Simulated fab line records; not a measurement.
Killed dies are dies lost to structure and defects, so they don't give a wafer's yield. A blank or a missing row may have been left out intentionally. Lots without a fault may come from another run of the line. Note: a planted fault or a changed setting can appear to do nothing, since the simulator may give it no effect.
Matching of chambers | flow nand harc | NHARC_A_SGD_CUT_CMP_21 on cmp-04: 4 sister chambers
The step polishes, target thk 148.19 nm. 4 wafers are shown with their chamber, then 11 later ones without.

## EACH WAFER AND ITS CHAMBER
wafer  | chamber | motor current A (A)
L084.6 | 0       | 11.7
L086.1 | 1       | 13.1
L086.2 | 3       | 11.4
L088.2 | 2       | 12.4

## WAFERS WHOSE CHAMBER IS MISSING
wafer  | motor current A (A)
L088.3 | 13.5
L088.4 | 12.1
L091.1 | 11.7
L091.3 | 13.2
L091.4 | 12.4
L092.1 | 13.2
L092.2 | 11.9
L092.5 | 12.4
L094.2 | 12.7
L094.3 | 12.0
L094.4 | 13.7

## CHAMBER TAKEN BY EACH
wafer  | from the rows above          | in truth
L088.3 | 1                            | 1
L088.4 | can't be placed: 2 or 0 or 3 | 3
L091.1 | can't be placed: 0 or 3      | 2
L091.3 | 1                            | 1
L091.4 | 2                            | 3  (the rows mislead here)
L092.1 | 1                            | 1
L092.2 | can't be placed: 0 or 2 or 3 | 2
L092.5 | 2                            | 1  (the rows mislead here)
L094.2 | can't be placed: 2 or 1      | 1
L094.3 | can't be placed: 0 or 2 or 3 | 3
L094.4 | 1                            | 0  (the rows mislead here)
Correct placement for 3 of the 11. These rows do not allow placing 5 (true chamber among the candidates in 4). 3 placed wrongly.
How it was worked out, from the rows above alone: a wafer's distance from a chamber is the root of the sum, over the readings, of the square of ((its reading less the chamber's mean) divided by the reading's scatter). If the next closest chamber is less than 2 further off than the closest, the wafer can't be placed; otherwise it belongs to the closest. A chamber's mean is the mean of its shown wafers. The scatter: root of mean squared gap, hidden wafer to nearest shown wafer, with one shown wafer a chamber.
